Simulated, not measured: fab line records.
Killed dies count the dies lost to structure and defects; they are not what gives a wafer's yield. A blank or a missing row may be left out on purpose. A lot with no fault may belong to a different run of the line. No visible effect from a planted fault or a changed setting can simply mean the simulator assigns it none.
fab line records | flow nand_harc
record lots=14 | wafers=41 | last_day=24
route steps=1159 shown A_SLIT@791 A_WL_FILL@811
lots that met no fault: taken from a fault-free run of the same line
start_h: hours from the record's opening day to when the first of the lot's shown wafers began | wait_h: hours since the lot's step before | " as in the row above | L1.1+2: several wafers, shown together as one row | - value missing, or start not given | * or withheld: withheld | < > ~ a bound
route shown NAME@n: NAME is a module with steps in the file, n the number in the route of the first one | usual: mean/standard deviation taken from wafers without a fault | same: alike in all rows | chamber/n: place in a boat | sites: per-site readings | _std_site: their standard deviation | _edge_site: inner sites' mean taken away from outer sites' mean | radius_mm: for every site, how far away it sits from the centre of the wafer | mask NAME#n: copy n | behind: the last tool/chamber to shape the wafer | hold: reason for holding the lot/hours on hold/outcome of the hold | device: which transistor (n, p or np) failed to switch | end of line: tests of these same wafers at the route's end | a step with no rows: only its recipe | killed: dies that structure and defects cost at the first sort, which is not the same as the wafer's yield | map: a wafer's dies, marking killed ones x, the rest . and places with no die _
set.NAME: the setting that was run; set.NAME@STEP: the one run at that earlier step | model.NAME: the simulator's own value behind a step, which no gauge read
route steps across a sampled set of lots; one table per step, one row per wafer
services: the hour from which a tool's chamber was out of use, counted from the record's first day as start_h (under 0 if before that day), plus the number of hours and why
## steps
# step NHARC_A_SLIT_OVL_MEAS_10
# usual overlay_x_nm=0.1/1 | overlay_y_nm=0.4/0.76
lot.wafer | tool       | chamber | start_h | wait_h | overlay_x_nm | overlay_y_nm
L681.1    | overlay-02 | -       | 330.29  | -      | 1.3          | 0.3
L681.3    | "          | -       | "       | "      | 0.7          | 0.3
L681.4    | "          | -       | "       | "      | 0.7          | 0.0
L682.1    | overlay-02 | -       | 330.59  | -      | -0.5         | -0.2
L682.2    | "          | -       | "       | "      | -1.2         | -0.5
L682.6    | "          | -       | "       | "      | -1.4         | -1.2
L684.2    | overlay-01 | -       | 331.11  | -      | 0.5          | -0.6
L684.5    | "          | -       | "       | "      | 0.4          | -1.2
L684.6    | "          | -       | "       | "      | 1.1          | -1.0
L680.4    | overlay-01 | -       | 332.43  | -      | 0.8          | 1.1
L680.5    | "          | -       | "       | "      | 1.1          | 0.4
L680.6    | "          | -       | "       | "      | 0.0          | 0.9
L686.4    | overlay-01 | -       | 370.00  | -      | -1.4         | -0.1
L686.6    | "          | -       | "       | "      | -0.9         | 0.0
L692.1    | overlay-01 | -       | 395.93  | -      | -1.3         | -1.1
L692.5    | "          | -       | "       | "      | -1.9         | -0.9
L692.6    | "          | -       | "       | "      | -1.5         | -0.7
L691.1    | overlay-02 | -       | 396.09  | -      | -0.2         | 1.6
L691.2    | "          | -       | "       | "      | 0.4          | 1.3
L691.6    | "          | -       | "       | "      | 0.4          | 1.2
L697.2    | overlay-01 | -       | 416.49  | -      | 0.2          | 0.6
L697.3    | "          | -       | "       | "      | 0.5          | 0.6
L697.4    | "          | -       | "       | "      | 0.6          | 0.5
L693.1    | overlay-02 | -       | 433.13  | -      | -2.3         | 1.4
L693.4    | "          | -       | "       | "      | -1.4         | 1.0
L693.6    | "          | -       | "       | "      | -2.3         | 0.9
L695.1    | overlay-02 | -       | 434.93  | -      | -0.5         | 0.5
L695.3    | "          | -       | "       | "      | 0.3          | 0.4
L695.6    | "          | -       | "       | "      | -0.1         | 1.0
L700.1    | overlay-02 | -       | 438.71  | -      | 1.4          | 0.5
L700.3    | "          | -       | "       | "      | 1.4          | -0.2
L700.4    | "          | -       | "       | "      | 1.1          | -0.4
L699.1    | overlay-01 | -       | 439.68  | -      | 1.8          | 0.8
L699.3    | "          | -       | "       | "      | 0.6          | 0.9
L699.4    | "          | -       | "       | "      | 0.8          | 1.1
L702.2    | overlay-01 | -       | 453.09  | -      | -0.3         | 0.5
L702.4    | "          | -       | "       | "      | 0.8          | 0.8
L702.5    | "          | -       | "       | "      | 0.2          | 0.6
L701.2    | overlay-02 | -       | 454.39  | -      | 1.2          | 1.6
L701.4    | "          | -       | "       | "      | 1.8          | 1.6
L701.6    | "          | -       | "       | "      | 1.2          | 1.7
# step NHARC_A_SLIT_STRIP_18
# recipe o2_flow_sccm=500 | ar_flow_sccm=0 | bias_w=0 | chemistry=O2
# usual drypump_motor_current_A=5.64/0.29 | oes_product_au=0.998/0.0081 | rf_vpp_V=57.6/0.79 | showerhead_plenum_p_Torr=3.49/0.16 | throttle_valve_pct=17.036/0.0095
lot.wafer | tool        | chamber | start_h | wait_h | drypump_motor_current_A | oes_product_au | rf_hours_counter_h | rf_vpp_V | showerhead_plenum_p_Torr | throttle_valve_pct
L681.4    | rie_diel-09 | 1       | -       | -      | 5.70                    | 0.988          | 5                  | 58.4     | 3.73                     | 17.033
L681.3    | "           | 3       | "       | "      | 5.65                    | 1.000          | 5                  | 57.0     | 3.41                     | 17.055
L681.1    | "           | 0       | "       | "      | 5.22                    | 0.996          | 5                  | 57.4     | 3.71                     | 17.028
L682.2    | rie_diel-09 | 1       | -       | -      | 5.70                    | 0.985          | 5                  | 58.9     | 3.73                     | 17.029
L682.1    | "           | 0       | "       | "      | 5.24                    | 1.000          | 5                  | 58.6     | 3.71                     | 17.036
L682.6    | "           | 2       | "       | "      | 5.81                    | 0.991          | -                  | 58.2     | 3.34                     | 17.056
L684.2    | rie_diel-06 | 1       | -       | -      | 5.57                    | 1.003          | 7                  | 57.8     | 3.38                     | 17.018
L684.6    | "           | 0       | "       | "      | 5.22                    | 1.008          | -                  | 58.8     | 3.37                     | 17.018
L684.5    | "           | 1       | "       | "      | 5.57                    | 1.004          | -                  | 58.0     | 3.38                     | 17.035
L680.4    | rie_diel-05 | 2       | -       | -      | 5.55                    | 1.000          | -                  | 57.4     | 3.40                     | 17.028
L680.5    | "           | 3       | "       | "      | 5.04                    | 0.999          | -                  | 58.1     | 3.34                     | 17.048
L680.6    | "           | 0       | "       | "      | 5.99                    | 1.001          | -                  | 57.8     | 3.43                     | 17.028
L686.4    | rie_diel-09 | 2       | -       | -      | 5.80                    | 0.994          | -                  | 56.8     | 3.34                     | 17.033
L686.6    | "           | 3       | "       | "      | 5.64                    | 0.993          | -                  | 58.0     | 3.41                     | 17.031
L692.1    | rie_diel-06 | 0       | -       | -      | 5.18                    | 1.013          | 11                 | 57.4     | 3.37                     | 17.023
L692.6    | "           | 2       | "       | "      | 5.73                    | 1.011          | -                  | 58.4     | 3.66                     | 17.035
L692.5    | "           | 3       | "       | "      | 5.92                    | 1.007          | -                  | 57.2     | 3.39                     | 17.029
L691.1    | rie_diel-09 | 0       | -       | -      | 5.24                    | 0.991          | 8                  | 57.6     | 3.71                     | 17.042
L691.2    | "           | 1       | "       | "      | 5.72                    | 0.985          | 9                  | 58.7     | 3.73                     | 17.029
L691.6    | "           | 1       | "       | "      | 5.68                    | 0.995          | -                  | 58.4     | 3.73                     | 17.025
L697.3    | rie_diel-09 | 2       | -       | -      | 5.78                    | 0.994          | 10                 | 58.4     | 3.34                     | 17.055
L697.2    | "           | 3       | "       | "      | 5.68                    | 0.992          | 10                 | 58.1     | 3.41                     | 17.042
L697.4    | "           | 0       | "       | "      | 5.23                    | 0.992          | 8                  | 58.2     | 3.71                     | 17.028
L693.4    | rie_diel-06 | 3       | -       | -      | 5.91                    | 0.998          | 2                  | 56.7     | 3.39                     | 17.041
L693.1    | "           | 0       | "       | "      | 5.25                    | 0.998          | 1                  | 56.4     | 3.37                     | 17.042
L693.6    | "           | 2       | "       | "      | 5.70                    | 1.006          | -                  | 57.3     | 3.66                     | 17.019
L695.1    | rie_diel-06 | 1       | -       | -      | 5.59                    | 1.002          | 1                  | 58.7     | 3.38                     | 17.025
L695.3    | "           | 3       | "       | "      | 5.90                    | 1.008          | 2                  | 57.1     | 3.39                     | 17.040
L695.6    | "           | 0       | "       | "      | 5.23                    | 0.998          | -                  | 56.7     | 3.37                     | 17.039
L700.1    | rie_diel-05 | 0       | -       | -      | 6.03                    | 1.006          | 8                  | 56.2     | 3.43                     | 17.036
L700.4    | "           | 1       | "       | "      | 6.29                    | 1.001          | 9                  | 59.7     | 3.70                     | 17.039
L700.3    | "           | 2       | "       | "      | 5.54                    | 1.000          | 9                  | 57.0     | 3.39                     | 17.031
L699.4    | rie_diel-06 | 1       | -       | -      | 5.59                    | 1.004          | 2                  | 58.1     | 3.38                     | 17.032
L699.1    | "           | 3       | "       | "      | 5.94                    | 0.982          | 2                  | 57.6     | 3.39                     | 17.040
L699.3    | "           | 0       | "       | "      | 5.24                    | 0.990          | 2                  | 56.2     | 3.37                     | 17.038
L702.4    | rie_diel-09 | 3       | -       | -      | 5.64                    | 0.985          | 1                  | 58.1     | 3.41                     | 17.042
L702.2    | "           | 0       | "       | "      | 5.20                    | 0.988          | 2                  | 57.5     | 3.71                     | 17.033
L702.5    | "           | 3       | "       | "      | 5.65                    | 1.011          | -                  | 57.7     | 3.41                     | 17.027
L701.4    | rie_diel-06 | 2       | -       | -      | 5.70                    | 1.009          | 3                  | 57.6     | 3.66                     | 17.042
L701.2    | "           | 0       | "       | "      | 5.20                    | 1.001          | 3                  | 57.5     | 3.37                     | 17.035
L701.6    | "           | 2       | "       | "      | 5.70                    | 1.004          | -                  | 59.2     | 3.66                     | 17.033
# step NHARC_A_WL_FILL_ALD_02
# recipe target_thk_a=20 | pulse_time_s=3 | ald_cycles=100 | temp_c=450 | material=TiN
# usual ald_cycles=100/0 | heater_power_w=1107/99 | precursor_pulse_height_rel=1.000/0.021
lot.wafer | tool         | chamber | start_h | wait_h | ald_cycles | heater_power_w | precursor_pulse_height_rel
L682.2    | ald_metal-04 | 1       | 342.08  | 0.2    | 100        | 1041           | 1.027
L682.1    | "            | 3       | "       | "      | 100        | 1006           | 0.996
L682.6    | "            | 1       | "       | "      | 100        | 1070           | 0.984
L681.3    | ald_metal-02 | 2       | 342.24  | 0.1    | 100        | 1247           | 0.974
L681.4    | "            | 0       | "       | "      | 100        | 1096           | 0.983
L681.1    | "            | 1       | "       | "      | 100        | 1179           | 0.983
L684.2    | ald_metal-02 | 2       | 345.48  | 0.3    | 100        | 1233           | 1.034
L684.5    | "            | 3       | "       | "      | 100        | 1116           | 1.005
L684.6    | "            | 0       | "       | "      | 100        | 1089           | 1.002
L680.4    | ald_metal-01 | 3       | 345.50  | 0.2    | 100        | 1134           | 0.988
L680.6    | "            | 0       | "       | "      | 100        | 916            | 0.998
L680.5    | "            | 1       | "       | "      | 100        | 1111           | 1.004
L686.4    | ald_metal-01 | 2       | 383.29  | 0.2    | 42         | 1226           | 1.014
L686.6    | "            | 0       | "       | "      | 42         | 920            | 1.019
L692.1    | ald_metal-02 | 2       | 411.26  | 0.3    | 100        | 1269           | 0.984
L692.5    | "            | 3       | "       | "      | 100        | 1061           | 0.992
L692.6    | "            | 0       | "       | "      | 100        | 1114           | 0.975
L691.1    | ald_metal-01 | 2       | 411.32  | 0.2    | 100        | 1233           | 0.981
L691.2    | "            | 0       | "       | "      | 100        | 939            | 0.988
L691.6    | "            | 2       | "       | "      | 42         | 1225           | 0.983
L697.4    | ald_metal-02 | 0       | 430.07  | 0.1    | 100        | 1096           | 0.969
L697.2    | "            | 1       | "       | "      | 100        | 1114           | 0.993
L697.3    | "            | 2       | "       | "      | 100        | 1269           | 1.026
L693.1    | ald_metal-02 | 0       | 444.79  | 0.2    | 100        | 1125           | 1.012
L693.4    | "            | 2       | "       | "      | 100        | 1253           | 1.016
L693.6    | "            | 0       | "       | "      | 100        | 1110           | 0.975
L695.1    | ald_metal-04 | 2       | 444.92  | 0.2    | 100        | 930            | 1.014
L695.3    | "            | 3       | "       | "      | 100        | 1050           | 1.018
L695.6    | "            | 3       | "       | "      | 100        | 1056           | 0.976
L700.4    | ald_metal-02 | 0       | 452.57  | 0.1    | 100        | 1138           | 1.007
L700.1    | "            | 1       | "       | "      | 100        | 1119           | 1.009
L700.3    | "            | 2       | "       | "      | 100        | 1264           | 1.035
L699.1    | ald_metal-04 | 2       | 452.64  | 0.2    | 100        | 905            | 0.987
L699.4    | "            | 3       | "       | "      | 100        | 1046           | 1.003
L699.3    | "            | 0       | "       | "      | 100        | 1111           | 0.999
L702.4    | ald_metal-02 | 2       | 467.75  | 0.1    | 100        | 1238           | 1.005
L702.2    | "            | 0       | "       | "      | 100        | 1095           | 0.981
L702.5    | "            | 3       | "       | "      | 100        | 1071           | 0.999
L701.4    | ald_metal-04 | 3       | 468.02  | 0.1    | 100        | 1041           | 0.977
L701.2    | "            | 1       | "       | "      | 100        | 1100           | 0.994
L701.6    | "            | 3       | "       | "      | 100        | 1049           | 0.989
# step NHARC_A_WL_FILL_STRIP_27
# recipe power_w=1500 | temp_c=250 | time_s=20 | chemistry=N2/H2
# usual drypump_motor_current_A=5.4/0.35 | heater_power_w=320/35
lot.wafer | tool            | chamber | start_h | wait_h | drypump_motor_current_A | heater_power_w | rf_hours_counter_h
L682.1    | plasma_asher-01 | 0       | 346.30  | 0.2    | 5.0                     | 330            | 22
L682.2    | "               | 1       | "       | "      | 5.2                     | 262            | 22
L682.6    | "               | 0       | "       | "      | 5.0                     | 345            | -
L681.1    | plasma_asher-01 | 1       | 346.43  | 0.2    | 5.2                     | 264            | 22
L681.4    | "               | 1       | "       | "      | 5.2                     | 262            | -
L681.3    | "               | 0       | "       | "      | 5.0                     | 346            | -
L684.2    | plasma_asher-02 | 0       | 353.79  | 0.1    | 5.8                     | 341            | 54
L684.5    | "               | 0       | "       | "      | 5.8                     | 342            | -
L684.6    | "               | 1       | "       | "      | 5.8                     | 347            | -
L680.4    | plasma_asher-01 | 1       | 354.38  | 0.2    | 5.2                     | 265            | -
L680.6    | "               | 0       | "       | "      | 5.0                     | 338            | -
L680.5    | "               | 1       | "       | "      | 5.2                     | 266            | -
L686.4    | plasma_asher-01 | 0       | 387.38  | 0.2    | 5.0                     | 342            | -
L686.6    | "               | 0       | "       | "      | 5.0                     | 343            | -
L692.1    | plasma_asher-02 | 1       | 415.73  | 0.1    | 5.8                     | 334            | 15
L692.5    | "               | 1       | "       | "      | 5.8                     | 340            | -
L692.6    | "               | 0       | "       | "      | 5.8                     | 342            | -
L691.1    | plasma_asher-01 | 1       | 419.01  | 0.1    | 5.2                     | 260            | 49
L691.2    | "               | 0       | "       | "      | 5.0                     | 342            | 49
L691.6    | "               | 1       | "       | "      | 5.2                     | 257            | -
L697.2    | plasma_asher-02 | 1       | 434.23  | 0.1    | 5.8                     | 319            | 21
L697.3    | "               | 1       | "       | "      | 5.8                     | 334            | -
L697.4    | "               | 0       | "       | "      | 5.8                     | 343            | -
L693.1    | plasma_asher-01 | 0       | 448.97  | 0.1    | 5.0                     | 342            | 61
L693.4    | "               | 1       | "       | "      | 5.2                     | 263            | -
L693.6    | "               | 1       | "       | "      | 5.2                     | 258            | -
L695.1    | plasma_asher-01 | 1       | 449.08  | 0.2    | 5.2                     | 257            | 61
L695.3    | "               | 1       | "       | "      | 5.2                     | 257            | -
L695.6    | "               | 1       | "       | "      | 5.2                     | 258            | -
L700.1    | plasma_asher-02 | 0       | 459.72  | 0.3    | 5.8                     | 344            | 32
L700.4    | "               | 0       | "       | "      | 5.8                     | 347            | -
L700.3    | "               | 1       | "       | "      | 5.8                     | 329            | -
L699.1    | plasma_asher-02 | 0       | 459.88  | 0.3    | 5.8                     | 335            | 32
L699.3    | "               | 1       | "       | "      | 5.8                     | 330            | -
L699.4    | "               | 0       | "       | "      | 5.8                     | 337            | -
L701.2    | plasma_asher-02 | 1       | 476.86  | 0.2    | 5.8                     | 336            | 36
L701.4    | "               | 0       | "       | "      | 5.8                     | 332            | -
L701.6    | "               | 1       | "       | "      | 5.7                     | 331            | -
L702.2    | plasma_asher-01 | 1       | 478.43  | 0.1    | 5.2                     | 276            | 5
L702.4    | "               | 1       | "       | "      | 5.2                     | 273            | -
L702.5    | "               | 0       | "       | "      | 5.0                     | 347            | -
## services
tool            | chamber | start_h | hours | kind
ald_metal-01    | 0       | 318.84  | 24.9  | repair
ald_metal-01    | 2       | 319.15  | 4.8   | repair
rie_diel-05     | -       | 340.60  | 9.0   | pm
rie_diel-06     | 1       | 353.42  | 6.3   | repair
ald_metal-02    | 1       | 355.35  | 27.7  | repair
plasma_asher-02 | -       | 360.17  | 9.0   | pm
ald_metal-02    | -       | 364.00  | 10.0  | pm
rie_diel-06     | 1       | 366.48  | 9.1   | repair
rie_diel-09     | 0       | 368.57  | 18.8  | repair
rie_diel-05     | 3       | 389.62  | 7.1   | repair
rie_diel-05     | 0       | 395.22  | 9.2   | repair
rie_diel-05     | 3       | 403.33  | 3.4   | repair
ald_metal-04    | -       | 406.00  | 10.0  | pm
ald_metal-01    | -       | 408.91  | 1.0   | repair
ald_metal-01    | 1       | 416.86  | 12.9  | repair
rie_diel-06     | -       | 418.32  | 9.0   | pm
rie_diel-09     | -       | 431.11  | 9.0   | pm
ald_metal-01    | 1       | 433.74  | 17.3  | repair
plasma_asher-01 | -       | 453.71  | 9.0   | pm
plasma_asher-01 | 0       | 453.71  | 9.0   | vent_cycle
plasma_asher-01 | 1       | 453.71  | 9.0   | vent_cycle
ald_metal-01    | -       | 458.00  | 10.0  | pm
plasma_asher-01 | 0       | 462.71  | -     | clean
rie_diel-06     | 0       | 477.84  | 6.1   | repair
## key
first_sign step=NHARC_A_WL_FILL_ALD_02 | reading=ald_cycles | direction=down | sigmas=99+ | usual=100 | struck=42
effect none on later readings
met_at NHARC_A_WL_FILL_ALD_02
struck_lots L686,L691
struck_wafers L686.4,L686.6,L691.6
later_rows_left_out L686.4,L686.6,L691.6
sort_left_out L686.4,L686.6,L691.6
tester_left_out L686,L691
not_acting_at NHARC_A_SLIT_OVL_MEAS_10,NHARC_A_SLIT_STRIP_18,NHARC_A_WL_FILL_STRIP_27
onset_between 345.50 383.29
fault kind=process_parameter_drift | tool=ald_metal-01 | chamber=- | onset_h=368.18 | steps=NHARC_A_WL_FILL_ALD_02 | channel=ald_cycles | offset=-58 | shape=step | end_h=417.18 | scope=struck_wafers_only | acts_in=these_recipes_only | stated=100
# tester_left_out: of these lots the tester's yield and bins aren't shown, on N5 and GAA mostly nor the transistor test; their killed dies are dies lost to structure and defects alone, not to doping, threshold or leakage, so they don't give the yield
# sort_left_out: the simulated sort isn't trusted on such a fault, so these wafers' sort isn't shown, and their yield isn't known
# later_rows_left_out: the simulator's readings of these wafers behind a module that went badly wrong aren't trusted and aren't shown, but for the sort
